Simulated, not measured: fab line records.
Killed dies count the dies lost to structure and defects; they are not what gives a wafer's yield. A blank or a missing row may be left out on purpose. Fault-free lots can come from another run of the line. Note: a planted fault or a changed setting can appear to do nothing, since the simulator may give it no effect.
Struck lot and sound lot, side by side	flow n5Finfet	26 steps out of a route of 1938
Sound: wafers L510.2, L510.3, L510.6. Wafers struck: L514.3, L514.4, L514.6. At the end, the cause is stated.
For every step that has rows: the tool of each side, followed by ch and its chambers, followed by its first start. Under that, the readings that differ: sound wafers	struck wafers	difference of the means	sigmas: that difference in standard deviations of wafers without a fault.
alike: same words and numbers on both sides, and readings whose means sit less than 2 such deviations apart. not compared: any withheld reading, any reading some wafer has no value for, any bound like >300 that may hide the same value, and any number with overlapping values for which the record gives no deviation.
Wherever a step has rows on one side only, a row that says differs or no value, or a row with sigmas, the two part there. Numbers that have no deviation but don't overlap get no sigmas and don't part them. Lack of a reading on every wafer of one side parts them only where that side has two or more wafers.

first, 1 step without rows for these wafers: N5_BEOL_M5_ETCH_72 (etches underlayer in N2/H2, target depth 6.5 nm, time 5.2 s).
N5_BEOL_M5_ETCH_61: etches SiARC in CF4, target depth 15.6 nm, time 26 s.
  sound on rieDiel-05 ch 2,3, day 10 15:02; struck on rieDiel-05 ch 0,1,3, day 11 06:06
  alike: drypumpMotorCurrentA, etchRfOnTimeS, oesProductAu, rfFwdPowerW, rfVppV, showerheadPlenumPTorr, throttleValvePct
  not compared: rfHoursCounterH
N5_BEOL_M5_ETCH_62: etches SOC in N2/H2, target depth 75 nm, overetch 15 nm, time 112.5 s.
  sound on rieDiel-05 ch 2,3, day 10 15:04; struck on rieDiel-05 ch 0,1,3, day 11 06:08
  alike: drypumpMotorCurrentA, oesProductAu, rfFwdPowerW, rfVppV, showerheadPlenumPTorr, throttleValvePct
  not compared: rfHoursCounterH
then, 4 steps without rows for these wafers: N5_BEOL_M5_STRIP_63 (strips in N2/H2); N5_BEOL_M5_STRIP_73 (strips in N2/H2); N5_BEOL_M5_STRIP_64 (strips in CF4); N5_BEOL_M5_HM_OPEN_17 (chemistry Cl2/BCl3, target TiN, target depth 20 nm, overetch 6 nm).
N5_BEOL_M5_STRIP_19: strips in O2.
  sound on rieDiel-02 ch 0,3, day 10 15:23; struck on rieDiel-05 ch 0,2,3, day 11 06:25
  alike: drypumpMotorCurrentA, oesProductAu, rfVppV, showerheadPlenumPTorr, throttleValvePct
  not compared: rfHoursCounterH
N5_BEOL_M5_CD_MEAS_18: pitch 56 nm, target cd 28 nm.
  struck on cdSem-03, day 11 06:29; sound on cdSem-01, day 10 15:27
  alike: cdNm
then, 3 steps without rows for these wafers: N5_BEOL_M5_COAT_65 (time 60 s, resist thk 60 nm); N5_BEOL_M5_COAT_66 (time 60 s, resist thk 12 nm); N5_BEOL_M5_COAT_74 (time 60 s, resist thk 5 nm).
N5_BEOL_M5_COAT_22: resist thk 30 nm.
  sound on lithoTrack-03 ch 0, day 10 15:29; struck on lithoTrack-03 ch 0, day 11 07:40
reading	sound	struck	difference	sigmas
spinSpeedRpm (rpm)	1500.3 1499.5 1500.7	1734.8 1734.7 1734.5	+234.5	+99 or more
model.CAR-EUV_of_BEOL_M5_COAT_22.thkNm (nm)	29.8 29.8 30	28 28 28	-2	
then, 5 steps without rows for these wafers: N5_BEOL_M5_EBR_24; N5_BEOL_M5_SOFTBAKE_23 (time 60 s); N5_BEOL_M5_EXPOSE_25 (exposes mask V4, defocus 10 nm); N5_BEOL_M5_PEB_26 (peb time 60 s); N5_BEOL_M5_DEVELOP_27 (develop time 30 s).
N5_BEOL_M5_CD_MEAS_28: target cd 30.6 nm, target cd y 20 nm.
  sound on cdSem-03 ch 0, day 10 15:46; struck on cdSem-02 ch 0, day 11 07:56
  alike: cdNm
N5_BEOL_M5_OVL_MEAS_29:
  sound on overlay-01 ch 0, day 10 15:47; struck on overlay-02 ch 0, day 11 07:59
reading	sound	struck	difference	sigmas
V4_OVL (nm)	0.3 -0.7 -0.9	1.1 1.8 2.4	+2.2	+3
N5_BEOL_M5_INSPECT_30: inspects for defects (brightfield).
  struck on defectInspect-02, day 11 08:02; sound on defectInspect-01, day 10 15:52
  alike: rawDefectCount
N5_BEOL_M5_DESCUM_33: chemistry O2, time 7 s.
  sound on rieDiel-03 ch 0,2,3, day 10 15:53; struck on rieDiel-03 ch 1,2, day 11 08:04
  alike: drypumpMotorCurrentA, oesProductAu, rfFwdPowerW, rfVppV, showerheadPlenumPTorr, throttleValvePct
  not compared: rfHoursCounterH
N5_BEOL_M5_ETCH_75: etches underlayer in N2/H2, target depth 6.5 nm, time 5.2 s.
  sound on rieDiel-03 ch 0,2,3, day 10 15:56; struck on rieDiel-03 ch 1,2, day 11 08:06
  alike: drypumpMotorCurrentA, etchRfOnTimeS, oesProductAu, rfFwdPowerW, rfVppV, showerheadPlenumPTorr, throttleValvePct
  not compared: rfHoursCounterH
N5_BEOL_M5_ETCH_67: etches SiARC in CF4, target depth 15.6 nm, time 26 s.
  sound on rieDiel-03 ch 0,2,3, day 10 15:56; struck on rieDiel-03 ch 1,2, day 11 08:07
reading	sound	struck	difference	sigmas
model.CAR-EUV_of_BEOL_M5_COAT_22.thkNm (nm)	11 11 11.2	9.2 9.2 9.2	-1.9	
  alike: drypumpMotorCurrentA, etchRfOnTimeS, oesProductAu, rfFwdPowerW, rfVppV, showerheadPlenumPTorr, throttleValvePct
  not compared: rfHoursCounterH
then, 1 step without rows for these wafers: N5_BEOL_M5_ETCH_68 (etches SOC in N2/H2, target depth 80 nm, overetch 16 nm, time 120 s).
-- the record jumps here: 4 days lie between the struck wafers' starts before and after (it left off in module BEOL_M5 and takes up again in module PASSIVATION, whose first step shown is number 1936 of the route) --
N5_PASSIVATION_PROBE_49:
  struck on prober-01, day 15 03:25; sound on prober-01, day 14 19:22
  alike: defectLimitedYield, killed_at_M0_to_M3, killed_at_M4_up, killedAtContacts, killedAtFrontEnd, killedAtOther, killedDies, killedOnRim, killedOpen, killedShort, sort_bin_5_function, sort_bin_6_memory, sort_bin_8_speed, sortNPass, sortYieldPct

== WHERE THEY PART ==
First at N5_BEOL_M5_COAT_22; last, within this record, at N5_BEOL_M5_OVL_MEAS_29. Later steps at which nothing parts them and some readings are alike: N5_BEOL_M5_INSPECT_30, N5_BEOL_M5_DESCUM_33, N5_BEOL_M5_ETCH_75, N5_BEOL_M5_ETCH_67, N5_PASSIVATION_PROBE_49.

WHY: the cause the simulator had injected
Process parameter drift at N5_BEOL_M5_COAT_22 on lithoTrack-03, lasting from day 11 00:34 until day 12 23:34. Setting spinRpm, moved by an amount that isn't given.
